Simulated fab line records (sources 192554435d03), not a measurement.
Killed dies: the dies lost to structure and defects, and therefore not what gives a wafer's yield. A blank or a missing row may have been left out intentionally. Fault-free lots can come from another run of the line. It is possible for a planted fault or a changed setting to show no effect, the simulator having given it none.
fab line records | flow n5-finfet
record: lots: 6 | wafers: 18 | last-day: 17
route steps=1938 shown SD_ACTIVATION@332 ILD0@335 BEOL_M4@1111 PASSIVATION@1936
lots untouched by any fault: they come from a run of this same line in which no faults occurred
start-h: hours from the record's first day to the start of the lot's first wafer shown | wait-h: hours since the lot's step before | " unchanged from the row above | L1.1+2: a single row standing in for several wafers | - no value, or no start given | * or withheld: withheld | < > ~ a bound
route shown NAME@n: names a module that has steps shown in the file, with the first one's number in the route | usual: mean and standard deviation over wafers with no fault | same: alike in all rows | chamber/n: place in a boat | sites: readings site by site | _std_site: their standard deviation | _edge_site: mean of outer sites minus mean of inner sites | radius-mm: for every site, how far away it sits from the centre of the wafer | mask NAME#n: copy n | behind: the most recent tool/chamber to have shaped the wafer | hold: the reason the lot was held/the length of the hold in hours/how it ended | device: the n, p or np transistor that did not switch | end of line: tests of these same wafers at the route's end | a step with no rows: only its recipe | killed: at the first sort, the dies lost to defects and structure; wafer yield is something else | map: a wafer's dies, x killed, . not, _ none there
set.NAME: the setting as run; set.NAME@STEP: as run at that earlier step | model.NAME: the simulator's own value behind a step, which no gauge read
lots at some steps of the route; a table a step, a row a wafer
services: a tool's chamber out of use, with start hour (start-h, from the record's first day; less than 0 if before it), hours out, and reason
== steps ==
step: N5_SD_ACTIVATION_RS_MEAS_03
recipe: thk-meas-gauge: four-point-probe
usual: RS_SD_N: 21.76/0.28 | RS_SD_P: 55.8/0.72
lot.wafer | tool          | chamber | start-h | wait-h | RS_SD_N[ohm/sq] | RS_SD_P[ohm/sq]
L759.1    | film-metro-01 | -       | 87.07   | 0.2    | 22.05           | 55.7
L759.4    | "             | -       | "       | "      | 21.90           | 56.1
L759.5    | "             | -       | "       | "      | 22.22           | 55.8
L767.1    | film-metro-02 | -       | 143.01  | 0.2    | 21.19           | 55.7
L767.4    | "             | -       | "       | "      | 21.75           | 56.2
L767.5    | "             | -       | "       | "      | 21.38           | 55.6
L768.1    | film-metro-02 | -       | 144.13  | 0.2    | 21.46           | 55.2
L768.2    | "             | -       | "       | "      | 21.66           | 54.5
L768.3    | "             | -       | "       | "      | 21.56           | 55.0
L769.2    | film-metro-02 | -       | 150.78  | 0.2    | 22.10           | 55.8
L769.5    | "             | -       | "       | "      | 21.92           | 57.2
L769.6    | "             | -       | "       | "      | 21.69           | 56.7
L772.1    | film-metro-02 | -       | 164.95  | 0.2    | 21.67           | 56.6
L772.4    | "             | -       | "       | "      | 21.27           | 56.4
L772.5    | "             | -       | "       | "      | 21.45           | 56.6
L774.3    | film-metro-02 | -       | 182.81  | 0.2    | 21.82           | 56.1
L774.4    | "             | -       | "       | "      | 22.10           | 56.5
L774.5    | "             | -       | "       | "      | 22.22           | 55.8
step: N5_SD_ACTIVATION_INSPECT_02
recipe: inspect-instrument: darkfield | mode: post-anneal
usual: raw-defect-count: 200/40
lot.wafer | tool              | chamber | start-h | wait-h | raw-defect-count
L759.1    | defect-inspect-02 | -       | 87.40   | 0.2    | 125
L759.4    | "                 | -       | "       | "      | 150
L759.5    | "                 | -       | "       | "      | 138
L767.1    | defect-inspect-02 | -       | 143.33  | 0.2    | 169
L767.4    | "                 | -       | "       | "      | 168
L767.5    | "                 | -       | "       | "      | 209
L768.1    | defect-inspect-02 | -       | 144.46  | 0.2    | 219
L768.2    | "                 | -       | "       | "      | 173
L768.3    | "                 | -       | "       | "      | 232
L769.2    | defect-inspect-02 | -       | 151.08  | 0.1    | 160
L769.5    | "                 | -       | "       | "      | 169
L769.6    | "                 | -       | "       | "      | 255
L772.1    | defect-inspect-01 | -       | 165.27  | 0.2    | 203
L772.4    | "                 | -       | "       | "      | 199
L772.5    | "                 | -       | "       | "      | 209
L774.3    | defect-inspect-01 | -       | 183.09  | 0.1    | 215
L774.4    | "                 | -       | "       | "      | 246
L774.5    | "                 | -       | "       | "      | 148
step: N5_ILD0_LINER_00
recipe: material: SiNx | target-thk-a: 40 | temp-c: 400 | ald-precursor-family: SiH2I2 | ald-co-reactant: N2/H2-plasma | pulse-time-s: 1 | purge-time-s: 2 | co-reactant-purge-time-s: 2 | ald-cycles: 80 | pressure-torr: 2
usual: heater-power-w: 856/140 | precursor-pulse-height-rel: 1.001/0.021
lot.wafer | tool       | chamber | start-h | wait-h | heater-power-w | precursor-pulse-height-rel | since-wet-clean-h
L759.1    | ald-sin-03 | 3       | 87.59   | 0.2    | 785            | 0.965                      | 185
L759.4    | "          | 2       | "       | "      | 914            | 0.979                      | 185
L759.5    | "          | 3       | "       | "      | 781            | 1.018                      | -
L767.1    | ald-sin-01 | 0       | 143.84  | 0.5    | 742            | 0.971                      | 134
L767.4    | "          | 1       | "       | "      | 753            | 1.026                      | 134
L767.5    | "          | 1       | "       | "      | 754            | 1.003                      | -
L768.1    | ald-sin-01 | 3       | 144.77  | 0.3    | 1184           | 1.002                      | 135
L768.2    | "          | 0       | "       | "      | 701            | 0.951                      | 135
L768.3    | "          | 2       | "       | "      | 768            | 1.001                      | 135
L769.2    | ald-sin-01 | 1       | 151.66  | 0.6    | 758            | 0.995                      | 142
L769.5    | "          | 2       | "       | "      | 790            | 1.012                      | -
L769.6    | "          | 3       | "       | "      | 1171           | 0.984                      | -
L772.1    | ald-sin-03 | 0       | 165.37  | 0.1    | 897            | 0.988                      | 263
L772.4    | "          | 2       | "       | "      | 930            | 1.023                      | 263
L772.5    | "          | 1       | "       | "      | 886            | 0.989                      | -
L774.3    | ald-sin-03 | 2       | 183.28  | 0.2    | 925            | 1.018                      | 281
L774.4    | "          | 3       | "       | "      | 780            | 0.988                      | 281
L774.5    | "          | 2       | "       | "      | 931            | 1.016                      | -
step: N5_ILD0_FCVD_FILL_01
recipe: material: SiO2_flowable | target-thk-a: 2000 | temp-c: 100 | pressure-torr: 0.8 | rf-w: 2000 | time-s: 328.3
step: N5_ILD0_CURE_02
recipe: temp-c: 450 | time-s: 1800 | ambient: steam | idle-temp-c: 400 | ramp-up-c-per-min: 5 | ramp-down-c-per-min: 3 | densification-p-h2o-torr: 640
step: N5_ILD0_CMP_03
recipe: stop-on: SiNx | t-overpolish-s: 1.9 | post-cmp-clean: alkaline-brush | down-force-psi: 4.1491 | platen-rpm: 51.796 | pad-velocity-m-s: 1.0306 | target-thk-nm: 197.38
usual: motor-current-A: 12.0/1.2 | overpolish-run-s: 1.900/0.009 | platen-rpm: 51.79/0.033 | time-to-endpoint-s: 72/3.1
lot.wafer | tool   | chamber | start-h | wait-h | motor-current-A | overpolish-run-s | platen-rpm | time-to-endpoint-s
L759.4    | cmp-02 | 1       | 89.99   | 0.1    | 14.5            | 1.890            | 51.81      | 75
L759.1    | "      | 3       | "       | "      | 11.5            | 1.896            | 51.75      | 76
L759.5    | "      | 0       | "       | "      | 12.3            | 1.881            | 51.79      | 77
L767.4    | cmp-01 | 1       | 146.20  | 0.0    | 12.6            | 1.884            | 51.78      | 79
L767.1    | "      | 2       | "       | "      | 12.8            | 1.889            | 51.82      | 76
L767.5    | "      | 2       | "       | "      | 13.5            | 1.885            | 51.76      | 73
L768.2    | cmp-01 | 2       | 147.13  | 0.0    | 12.3            | 1.888            | 51.77      | 77
L768.3    | "      | 0       | "       | "      | 10.9            | 1.884            | 51.79      | 75
L768.1    | "      | 1       | "       | "      | 12.8            | 1.888            | 51.80      | 77
L769.2    | cmp-01 | 1       | 154.02  | 0.0    | 12.2            | 1.899            | 51.79      | 72
L769.5    | "      | 1       | "       | "      | 12.7            | 1.912            | 51.79      | 73
L769.6    | "      | 2       | "       | "      | 13.3            | 1.908            | 51.76      | 73
L772.4    | cmp-01 | 3       | 167.78  | 0.1    | 10.6            | 1.905            | 51.75      | 73
L772.1    | "      | 1       | "       | "      | 12.3            | 1.891            | 51.87      | 73
L772.5    | "      | 2       | "       | "      | 13.4            | 1.913            | 51.73      | 72
L774.4    | cmp-02 | 0       | 185.74  | 0.1    | 12.3            | 1.901            | 51.79      | 70
L774.3    | "      | 1       | "       | "      | 13.9            | 1.917            | 51.75      | 71
L774.5    | "      | 2       | "       | "      | 10.8            | 1.889            | 51.84      | 73
step: N5_ILD0_THK_MEAS_04
usual: thk-nm: 197.9/0.98
lot.wafer | tool          | chamber | start-h | wait-h | thk-nm
L759.1    | film-metro-01 | -       | 90.25   | -      | 198.5
L759.4    | "             | -       | "       | "      | 198.3
L759.5    | "             | -       | "       | "      | 198.6
L767.1    | film-metro-01 | -       | 146.50  | -      | 196.7
L767.4    | "             | -       | "       | "      | 197.1
L767.5    | "             | -       | "       | "      | 196.6
L768.1    | film-metro-01 | -       | 147.42  | -      | 198.8
L768.2    | "             | -       | "       | "      | 198.1
L768.3    | "             | -       | "       | "      | 198.0
L769.2    | film-metro-01 | -       | 154.32  | -      | 198.9
L769.5    | "             | -       | "       | "      | 198.5
L769.6    | "             | -       | "       | "      | 197.9
L772.1    | film-metro-01 | -       | 168.04  | -      | 198.0
L772.4    | "             | -       | "       | "      | 197.0
L772.5    | "             | -       | "       | "      | 197.1
L774.3    | film-metro-02 | -       | 185.96  | -      | 197.7
L774.4    | "             | -       | "       | "      | 197.9
L774.5    | "             | -       | "       | "      | 196.8
step: N5_ILD0_CMP_07
recipe: stop-on: poly-Si | material: SiO2_flowable | t-overpolish-s: 1.18 | post-cmp-clean: alkaline-brush | down-force-psi: 4.1491 | platen-rpm: 51.796 | pad-velocity-m-s: 1.0306 | target-thk-nm: 138.88
usual: motor-current-A: 12.0/1.1 | platen-rpm: 51.80/0.031
lot.wafer | tool   | chamber | start-h | wait-h | motor-current-A | platen-rpm
L759.1    | cmp-04 | 0       | 90.32   | 0.1    | 11.4            | 51.77
L759.4    | "      | 2       | "       | "      | 12.0            | 51.84
L759.5    | "      | 3       | "       | "      | 13.0            | 51.77
L767.1    | cmp-04 | 1       | 146.52  | 0.0    | 12.0            | 51.80
L767.4    | "      | 0       | "       | "      | 11.4            | 51.78
L767.5    | "      | 1       | "       | "      | 12.4            | 51.82
L768.2    | cmp-01 | 0       | 147.49  | 0.1    | 10.5            | 51.84
L768.3    | "      | 1       | "       | "      | 12.5            | 51.83
L768.1    | "      | 2       | "       | "      | 12.5            | 51.79
L769.2    | cmp-01 | 2       | 154.42  | 0.1    | 13.4            | 51.82
L769.5    | "      | 0       | "       | "      | 10.5            | 51.80
L769.6    | "      | 1       | "       | "      | 12.6            | 51.84
L772.4    | cmp-02 | 1       | 168.07  | 0.0    | 14.7            | 51.79
L772.1    | "      | 0       | "       | "      | 12.3            | 51.82
L772.5    | "      | 1       | "       | "      | 13.7            | 51.76
L774.3    | cmp-01 | 0       | 185.99  | 0.0    | 10.7            | 51.78
L774.4    | "      | 2       | "       | "      | 13.2            | 51.82
L774.5    | "      | 0       | "       | "      | 11.4            | 51.78
step: N5_ILD0_THK_MEAS_08
usual: thk-nm: 138.8/1
lot.wafer | tool          | chamber | start-h | wait-h | thk-nm
L759.1    | film-metro-02 | -       | 90.57   | -      | 136.6
L759.4    | "             | -       | "       | "      | 136.8
L759.5    | "             | -       | "       | "      | 137.5
L767.1    | film-metro-02 | -       | 146.82  | -      | 138.2
L767.4    | "             | -       | "       | "      | 140.0
L767.5    | "             | -       | "       | "      | 138.0
L768.1    | film-metro-01 | -       | 147.75  | -      | 138.8
L768.2    | "             | -       | "       | "      | 138.8
L768.3    | "             | -       | "       | "      | 139.8
L769.2    | film-metro-01 | -       | 154.64  | -      | 139.6
L769.5    | "             | -       | "       | "      | 139.9
L769.6    | "             | -       | "       | "      | 140.4
L772.1    | film-metro-01 | -       | 168.36  | -      | 136.8
L772.4    | "             | -       | "       | "      | 137.6
L772.5    | "             | -       | "       | "      | 138.7
L774.3    | film-metro-01 | -       | 186.28  | -      | 137.8
L774.4    | "             | -       | "       | "      | 138.4
L774.5    | "             | -       | "       | "      | 138.1
step: N5_ILD0_PRECLEAN_10
recipe: chemistry: NF3:NH3 | afs-cycles: 5 | time-s: 20 | temp-c: 30 | sublimation-temp-c: 180 | sublimation-time-s: 60 | pressure-torr: 3 | rf-power-w: 30
step: N5_ILD0_ALD_15
recipe: material: SiNx | target-thk-a: 240 | temp-c: 400 | ald-precursor-family: SiH2I2 | ald-co-reactant: N2/H2-plasma | pulse-time-s: 1 | ald-cycles: 480 | purge-time-s: 2 | co-reactant-purge-time-s: 2 | pressure-torr: 2
usual: heater-power-w: 859/120 | precursor-pulse-height-rel: 1.000/0.019
lot.wafer | tool       | chamber | start-h | wait-h | heater-power-w | precursor-pulse-height-rel | since-wet-clean-h
L759.1    | ald-sin-01 | 0       | 91.52   | 0.8    | 721            | 1.013                      | 83
L759.4    | "          | 3       | "       | "      | 1153           | 0.996                      | 83
L759.5    | "          | 1       | 92.60   | 1.4    | 748            | 0.990                      | -
L767.1    | ald-sin-03 | 1       | 147.81  | 0.8    | 895            | 1.012                      | 246
L767.4    | "          | 0       | "       | "      | 896            | 1.069                      | 246
L767.5    | "          | 1       | 148.89  | 1.3    | 894            | 1.009                      | -
L768.1    | ald-sin-01 | 3       | 149.48  | 1.6    | 1154           | 1.001                      | 140
L768.2    | "          | 1       | "       | "      | 762            | 1.020                      | 140
L768.3    | "          | 0       | "       | "      | 713            | 0.983                      | 140
L769.2    | ald-sin-03 | 2       | 155.87  | 0.9    | 953            | 0.994                      | 254
L769.5    | "          | 3       | 156.96  | 1.6    | 786            | 0.997                      | -
L769.6    | "          | 0       | "       | "      | 917            | 1.012                      | -
L772.1    | ald-sin-03 | 2       | 169.08  | 0.6    | 929            | 0.992                      | 267
L772.4    | "          | 1       | "       | "      | 869            | 1.023                      | 267
L772.5    | "          | 2       | 170.17  | 1.2    | 922            | 1.034                      | -
L774.3    | ald-sin-03 | 3       | 187.26  | 0.6    | 790            | 1.014                      | 286
L774.4    | "          | 1       | "       | "      | 884            | 1.009                      | 286
L774.5    | "          | 1       | 188.35  | 1.5    | 896            | 1.000                      | -
step: N5_ILD0_CMP_12
recipe: stop-on: poly-Si | material: SiNx | t-overpolish-s: 6 | post-cmp-clean: alkaline-brush | down-force-psi: 2.5 | platen-rpm: 51.8 | pad-velocity-m-s: 1.0307 | target-thk-nm: 17.67
usual: motor-current-A: 8.8/0.9 | overpolish-run-s: 6.000/0.0088 | platen-rpm: 51.80/0.034 | time-to-endpoint-s: 29.9/2.3
lot.wafer | tool   | chamber | start-h | wait-h | motor-current-A | overpolish-run-s | platen-rpm | time-to-endpoint-s
L759.4    | cmp-04 | 1       | 93.75   | 1.2    | 9.2             | 6.013            | 51.80      | 27.4
L759.1    | "      | 2       | "       | "      | 8.7             | 6.005            | 51.75      | 31.0
L759.5    | "      | 1       | "       | "      | 9.0             | 6.010            | 51.84      | 29.0
L767.1    | cmp-01 | 0       | 150.01  | 1.1    | 8.2             | 5.997            | 51.79      | 29.7
L767.4    | "      | 2       | "       | "      | 9.7             | 6.004            | 51.80      | 15.2
L767.5    | "      | 0       | "       | "      | 8.0             | 6.000            | 51.82      | 17.8
L768.1    | cmp-02 | 0       | 151.69  | 1.1    | 9.8             | 6.002            | 51.81      | 31.9
L768.3    | "      | 2       | "       | "      | 7.3             | 6.008            | 51.80      | 29.8
L768.2    | "      | 3       | "       | "      | 8.9             | 6.006            | 51.75      | 29.5
L769.2    | cmp-01 | 0       | 158.15  | 1.2    | 7.8             | 6.008            | 51.74      | 15.2
L769.6    | "      | 2       | "       | "      | 9.7             | 6.004            | 51.79      | 30.8
L769.5    | "      | 3       | "       | "      | 7.5             | 6.006            | 51.82      | 16.8
L772.1    | cmp-02 | 2       | 171.36  | 1.2    | 7.4             | 5.994            | 51.80      | 32.0
L772.4    | "      | 3       | "       | "      | 9.0             | 6.004            | 51.78      | 28.6
L772.5    | "      | 0       | "       | "      | 8.9             | 5.981            | 51.80      | 32.7
L774.3    | cmp-02 | 3       | 189.46  | 1.1    | 8.5             | 5.977            | 51.88      | 27.8
L774.4    | "      | 2       | "       | "      | 7.6             | 6.013            | 51.86      | 27.5
L774.5    | "      | 0       | "       | "      | 9.0             | 5.996            | 51.85      | 29.5
step: N5_ILD0_THK_MEAS_13
usual: thk-nm: 17.8/1
lot.wafer | tool          | chamber | start-h | wait-h | thk-nm
L759.1    | film-metro-01 | -       | 94.01   | -      | 16.7
L759.4    | "             | -       | "       | "      | 17.5
L759.5    | "             | -       | "       | "      | 16.2
L767.1    | film-metro-02 | -       | 150.30  | -      | 17.0
L767.4    | "             | -       | "       | "      | 15.6
L767.5    | "             | -       | "       | "      | 16.1
L768.1    | film-metro-01 | -       | 151.98  | -      | 18.1
L768.2    | "             | -       | "       | "      | 18.9
L768.3    | "             | -       | "       | "      | 17.7
L769.2    | film-metro-01 | -       | 158.37  | -      | 15.4
L769.5    | "             | -       | "       | "      | 15.4
L769.6    | "             | -       | "       | "      | 17.6
L772.1    | film-metro-01 | -       | 171.58  | -      | 16.8
L772.4    | "             | -       | "       | "      | 17.8
L772.5    | "             | -       | "       | "      | 19.0
L774.3    | film-metro-01 | -       | 189.76  | -      | 15.8
L774.4    | "             | -       | "       | "      | 17.4
L774.5    | "             | -       | "       | "      | 17.4
step: N5_BEOL_M4_RC_MEAS_101
usual: DIBL_N: 36.3/1.4 | DIBL_P: 35.7/1.5 | IOFF_N: 0.155/0.022 | IOFF_P: 0.204/0.027 | ION_N: 671/9 | ION_P: 459/6.2 | SS_N: 71.5/0.54 | SS_P: 73.1/0.56 | VT_N: 250.2/2.6 | VT_P: -251/3.3
lot.wafer | tool      | chamber | start-h | wait-h | DIBL_N[mV/V] | DIBL_P[mV/V] | IOFF_N[nA/um] | IOFF_P[nA/um] | ION_N[uA/um] | ION_P[uA/um] | SS_N[mV/dec] | SS_P[mV/dec] | VT_N[mV] | VT_P[mV]
L759.1    | prober-01 | 0       | 192.01  | 0.5    | 36.0         | 35.3         | 0.150         | 0.212         | 667          | 462          | 71.3         | 72.4         | 250.2    | -250
L759.4    | "         | 0       | "       | "      | 36.3         | 36.4         | 0.172         | 0.219         | 675          | 464          | 70.9         | 73.1         | 247.4    | -248
L759.5    | "         | 0       | "       | "      | 36.5         | 35.3         | 0.163         | 0.215         | 677          | 465          | 71.1         | 73.4         | 248.7    | -246
L767.1    | prober-01 | 0       | 247.62  | 0.0    | 34.2         | 32.3         | 0.129         | 0.159         | 672          | 462          | 71.0         | 73.0         | 253.5    | -258
L767.4    | "         | 0       | "       | "      | 34.3         | 32.2         | 0.132         | 0.155         | 667          | 455          | 70.7         | 73.5         | 253.5    | -256
L767.5    | "         | 0       | "       | "      | 36.0         | 34.0         | 0.154         | 0.178         | 678          | 452          | 72.5         | 73.5         | 252.0    | -256
L768.1    | prober-01 | 0       | 253.09  | 0.0    | 38.4         | 35.7         | 0.183         | 0.193         | 682          | 453          | 72.0         | 73.8         | 246.3    | -253
L768.2    | "         | 0       | "       | "      | 35.8         | 34.0         | 0.140         | 0.165         | 666          | 454          | 71.2         | 72.9         | 252.3    | -256
L768.3    | "         | 0       | "       | "      | 34.6         | 32.4         | 0.125         | 0.148         | 664          | 452          | 70.7         | 72.7         | 250.8    | -256
L769.2    | prober-02 | 0       | 255.85  | 0.2    | 38.9         | 37.2         | 0.175         | 0.230         | 674          | 462          | 72.1         | 74.7         | 249.2    | -250
L769.5    | "         | 0       | "       | "      | 39.8         | 37.9         | 0.190         | 0.230         | 685          | 461          | 72.6         | 74.5         | 246.0    | -248
L769.6    | "         | 0       | "       | "      | 38.5         | 36.8         | 0.157         | 0.217         | 666          | 462          | 71.8         | 73.4         | 250.3    | -250
L772.1    | prober-01 | 0       | 274.32  | 0.0    | 35.4         | 35.2         | 0.139         | 0.192         | 674          | 453          | 71.2         | 73.7         | 252.0    | -251
L772.4    | "         | 0       | "       | "      | 38.4         | 37.3         | 0.197         | 0.237         | 677          | 459          | 72.3         | 73.3         | 249.3    | -250
L772.5    | "         | 0       | "       | "      | 34.9         | 34.4         | 0.131         | 0.195         | 666          | 458          | 71.2         | 72.7         | 251.6    | -250
L774.3    | prober-01 | 0       | 293.95  | 0.3    | 37.5         | 36.5         | 0.166         | 0.207         | 666          | 454          | 71.8         | 73.5         | 249.8    | -253
L774.4    | "         | 0       | "       | "      | 38.1         | 36.8         | 0.177         | 0.211         | 662          | 452          | 72.6         | 73.9         | 250.0    | -251
L774.5    | "         | 0       | "       | "      | 35.4         | 33.8         | 0.134         | 0.168         | 666          | 455          | 71.6         | 72.8         | 251.6    | -254
step: N5_PASSIVATION_PROBE_49
usual: defect-limited-yield: 91.0/1.5 | killed_at_M0_to_M3: 36/12 | killed_at_M4_up: 14/5.5 | killed-at-contacts: 11/4.8 | killed-at-front-end: 42/12 | killed-at-other: 3.7/2.7 | killed-dies: 106/18 | killed-open: 70/13 | killed-short: 35/8.2 | sort_bin_5_function: 5.3/1 | sort_bin_6_memory: 3.3/0.69 | sort-n-pass: 1074/18 | sort-yield-pct: 91.0/1.5
same: gross-dies: 1180 | killed-at-back-side: 0 | sort_bin_4_leakage[%]: 0 | sort_bin_8_speed[%]: 0
lot.wafer | tool      | chamber | start-h | wait-h | defect-limited-yield[%] | killed_at_M0_to_M3 | killed_at_M4_up | killed-at-contacts | killed-at-front-end | killed-at-other | killed-dies | killed-open | killed-short | sort_bin_5_function[%] | sort_bin_6_memory[%] | sort-n-pass | sort-yield-pct[%]
L769.2    | prober-01 | -       | 363.69  | 0.1    | 91.0                    | 20                 | 15              | 9                  | 59                  | 3               | 106         | 67          | 36           | 5.8                    | 2.8                  | 1074        | 91.0
L769.5    | prober-01 | -       | 363.84  | 0.2    | 91.1                    | 35                 | 16              | 14                 | 29                  | 11              | 105         | 65          | 40           | 4.8                    | 3.9                  | 1075        | 91.1
L769.6    | prober-01 | -       | 363.89  | 0.3    | 90.4                    | 42                 | 21              | 10                 | 35                  | 5               | 113         | 73          | 39           | 5.8                    | 3.5                  | 1067        | 90.4
killed by level:class
L769.2 FIN_SAQP:geometric-particle:short=14 FIN_SAQP:geometric-particle:open=13 MOL_CONTACT_COAG:geometric-particle:open=9 BEOL_M0_SAQP:geometric-particle:short=9 GATE_CUT:geometric-particle:open=8 STI_FIN_REVEAL:geometric-particle:open=7 DUMMY_GATE:geometric-particle:open=6 BEOL_M0_SAQP:geometric-particle:open=5
L769.5 MOL_CONTACT_COAG:geometric-particle:open=11 BEOL_M0_SAQP:geometric-particle:open=10 FIN_SAQP:geometric-particle:short=7 BEOL_M2:geometric-particle:open=7 BEOL_M0_SAQP:geometric-particle:short=6 FIN_SAQP:geometric-particle:open=5 BEOL_M1:geometric-particle:open=5 BEOL_M2:geometric-particle:short=5
L769.6 BEOL_M4:geometric-particle:open=13 BEOL_M0_SAQP:geometric-particle:short=11 BEOL_M0_SAQP:geometric-particle:open=9 BEOL_M2:geometric-particle:open=8 MOL_CONTACT_COAG:geometric-particle:open=7 FIN_SAQP:geometric-particle:short=6 STI_FIN_REVEAL:geometric-particle:open=6 DUMMY_GATE:geometric-particle:open=5
== services ==
tool       | chamber | start-h | hours | kind
cmp-01     | -       | 63.85   | 7.4   | pm
cmp-02     | -       | 66.82   | 0.3   | repair
cmp-04     | -       | 68.05   | 0.7   | repair
cmp-01     | -       | 73.34   | 6.6   | repair
cmp-04     | -       | 77.74   | 4.0   | repair
ald-sin-03 | 1       | 80.39   | 3.1   | repair
cmp-02     | -       | 93.69   | 1.8   | repair
cmp-01     | -       | 95.28   | 3.5   | repair
cmp-02     | -       | 107.47  | 5.4   | pm
cmp-01     | -       | 108.73  | 12.0  | pm
cmp-04     | -       | 112.04  | 4.0   | pm
cmp-04     | -       | 116.04  | -     | consumable-replace:conditioner
cmp-04     | -       | 116.04  | -     | consumable-replace:pad
cmp-01     | -       | 127.49  | 4.0   | repair
cmp-02     | -       | 143.95  | 4.6   | pm
cmp-04     | -       | 160.84  | 3.5   | pm
cmp-01     | -       | 176.78  | 0.4   | repair
== key ==
first-sign: step: N5_ILD0_CMP_12 | reading: time-to-endpoint-s | direction: down | sigmas: 5.9 | usual: * | struck: *
effect: step: N5_ILD0_THK_MEAS_13 | reading: thk-nm | direction: down | sigmas: 2 | usual: * | struck: *
met-at N5_ILD0_CMP_12
struck-wafers L767.4,L767.5,L769.2,L769.5
fault: kind: process-parameter-drift | tool: cmp-01 | chamber: - | onset-h: 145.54 | steps: N5_ILD0_CMP_12 | channel: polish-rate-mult | offset: 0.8 | shape: step | end-h: 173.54 | scope: struck-wafers-only
